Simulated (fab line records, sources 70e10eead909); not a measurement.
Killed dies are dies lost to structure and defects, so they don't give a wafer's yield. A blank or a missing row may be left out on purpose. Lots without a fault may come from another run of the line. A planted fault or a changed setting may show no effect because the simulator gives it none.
Which tool did it? | flow nand_harc | 13 lots, 38 wafers sampled, at 1 step of a route of 1302

WHAT THE GAUGES READ, wafer by wafer
NHARC_A_CHANNEL_HOLE_D2_CD_MEAS_10: target cd 100 nm. Usual: cd_nm 100.1 nm, standard deviation 0.69.
lot  | measured     | on        | cd_nm (nm)        | flag
L528 | day 13 03:10 | cd_sem-03 | 99.4 99.8 98.6    |
L529 | day 13 23:01 | cd_sem-03 | 100.1 99.3 100.2  |
L530 | day 14 13:13 | cd_sem-01 | 100.4 99.9 100.5  |
L532 | day 14 21:41 | cd_sem-03 | 99.6 100.9 99.8   |
L534 | day 15 20:46 | cd_sem-01 | 99.3 99.8 99.9    |
L535 | day 16 13:38 | cd_sem-01 | 99.9 99.9         |
L537 | day 16 22:39 | cd_sem-03 | 100.2 100.2 100.8 |
L541 | day 19 01:36 | cd_sem-02 | 100.0 101.1 100.1 |
L543 | day 19 23:47 | cd_sem-02 | 100.3 99.5 99.9   |
L544 | day 20 17:05 | cd_sem-01 | 101.2 100.7 101.2 |
L545 | day 20 17:38 | cd_sem-01 | 98.9 99.6 99.1    |
L546 | day 21 06:52 | cd_sem-02 | 100.1 100.4 101.4 |
L549 | day 21 20:17 | cd_sem-03 | 100.6 100.2 100.3 |

WHICH TOOL RAN EACH LOT (tool, then ch and the chambers of the sampled wafers, then the start)
The record holds no process step before these readings.

WHAT THE TOOLS THEMSELVES READ (means of the sampled wafers that have a number; where no wafer has one, the mark that the record gives instead)
The record holds no such reading with a usual standard deviation.

THE ANSWER, worked out from the rows above alone
Rule: a lot is off if the mean of its wafers that have a number lies more than 3 standard deviations from the usual mean. A lot without any number at a reading at which 4 lots or more have one is off too. The other lots that the step has rows for count as sound. The gauges are gone through in route order, then the tools' own readings, and for those a lot's mean is taken as printed above. The first step at which some lot is off is used, and at that step the reading that is off furthest; a lot without a number counts as furthest.
No lot is off at any reading shown: from this, nothing can be told.

WHAT THE SIMULATOR HAD PUT IN
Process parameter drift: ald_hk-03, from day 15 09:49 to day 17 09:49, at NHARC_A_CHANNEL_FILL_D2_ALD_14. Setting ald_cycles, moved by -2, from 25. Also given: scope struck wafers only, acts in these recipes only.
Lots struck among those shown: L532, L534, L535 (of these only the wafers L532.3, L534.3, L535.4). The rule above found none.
